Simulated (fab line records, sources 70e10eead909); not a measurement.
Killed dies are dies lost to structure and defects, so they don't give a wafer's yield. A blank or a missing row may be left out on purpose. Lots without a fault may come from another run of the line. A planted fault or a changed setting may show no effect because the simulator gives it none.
Which tool did it? | flow nand_harc | 12 lots, 36 wafers sampled, at 1 step of a route of 1159

WHAT THE GAUGES READ, wafer by wafer
NHARC_P_STI_CD_MEAS_09: target cd 200 nm.
lot  | measured    | on        | cd_nm (nm)
L075 | day 2 17:09 | cd_sem-02 | 202 199 201
L077 | day 3 02:28 | cd_sem-01 | 202 201 201
L079 | day 3 17:05 | cd_sem-02 | 205 207 207
L081 | day 4 05:52 | cd_sem-01 | 202 195 194
L083 | day 4 17:23 | cd_sem-02 | 200 194 199
L085 | day 5 05:22 | cd_sem-03 | 197 202 202
L087 | day 5 18:57 | cd_sem-02 | 200 198 201
L090 | day 6 10:28 | cd_sem-03 | 201 202 200
L091 | day 6 20:02 | cd_sem-03 | 199 201 202
L093 | day 7 04:53 | cd_sem-02 | 200 200 204
L095 | day 7 16:48 | cd_sem-02 | 202 203 199
L097 | day 8 05:48 | cd_sem-01 | 200 205 204

WHICH TOOL RAN EACH LOT (tool, then ch and the chambers of the sampled wafers, then the start)
The record holds no process step before these readings.

THE ANSWER, worked out from the rows above alone
Rule: what is usual is taken from the lots themselves. Put in order of their means at a reading, lots are off if they are a third of the lots or fewer, leave a main group of 4 or more, and stand apart from it by a gap of 3 or more times the standard deviation of the main group's means; of several such gaps the widest counts. A main group whose means are all the same, to the digits that the tables above print for the reading, isn't used. A lot without any number at a reading at which 4 lots or more have one is off too. The other lots that the step has rows for count as sound.
No lot is off at any reading shown: from this, nothing can be told.

WHAT THE SIMULATOR HAD PUT IN
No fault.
